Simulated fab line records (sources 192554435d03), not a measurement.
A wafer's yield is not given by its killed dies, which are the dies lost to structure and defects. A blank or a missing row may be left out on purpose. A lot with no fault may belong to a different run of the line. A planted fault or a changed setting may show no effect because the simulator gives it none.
Matching of chambers	flow n5-finfet	N5_BEOL_M0_ETCH_109 on rie-diel-04: 4 sister chambers
The step etches SiCN in CH3F/O2, target depth 8 nm, overetch 2.4 nm, time 27.4 s. 7 wafers are shown with their chamber, then 7 later ones without.

WAFERS PAIRED WITH THEIR CHAMBERS
wafer	chamber	drypump-motor-current-A (A)	throttle-valve-pct (%)
L076.2	1	5.3	15.96
L078.1	2	5.5	16.78
L080.3	0	6.4	16.12
L080.5	2	5.5	16.78
L080.6	3	6.5	16.15
L085.2	3	6.4	16.17
L085.3	1	5.3	16.03

WAFERS WITHOUT THEIR CHAMBER
wafer	drypump-motor-current-A (A)	throttle-valve-pct (%)
L085.6	5.3	16.02
L086.1	6.4	16.16
L086.4	5.3	16.00
L086.6	6.4	16.18
L088.2	6.4	16.16
L088.4	5.4	16.81
L088.5	5.4	16.80

WHICH CHAMBER EACH WENT THROUGH
wafer	from the rows above	in truth
L085.6	1	1
L086.1	can't be placed: 3 or 0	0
L086.4	1	1
L086.6	can't be placed: 3 or 0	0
L088.2	can't be placed: 3 or 0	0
L088.4	2	2
L088.5	2	2
Correct placement for 4 of the 7. Can't be placed from these rows: 3 (the true chamber is among the candidates in 3). Placed wrongly: 0.
How it was worked out, from the rows above alone: a wafer's distance from a chamber is the root of the sum, over the readings, of the square of ((its reading less the chamber's mean) divided by the reading's scatter). The wafer belongs to the nearest chamber; if the next one is less than 2 further off, it can't be placed. A chamber's mean is the mean of its shown wafers. How the scatter is found: for the shown wafers, subtract from each reading the mean of its chamber, square and add these, divide the total by (wafers less chambers), then take the root.
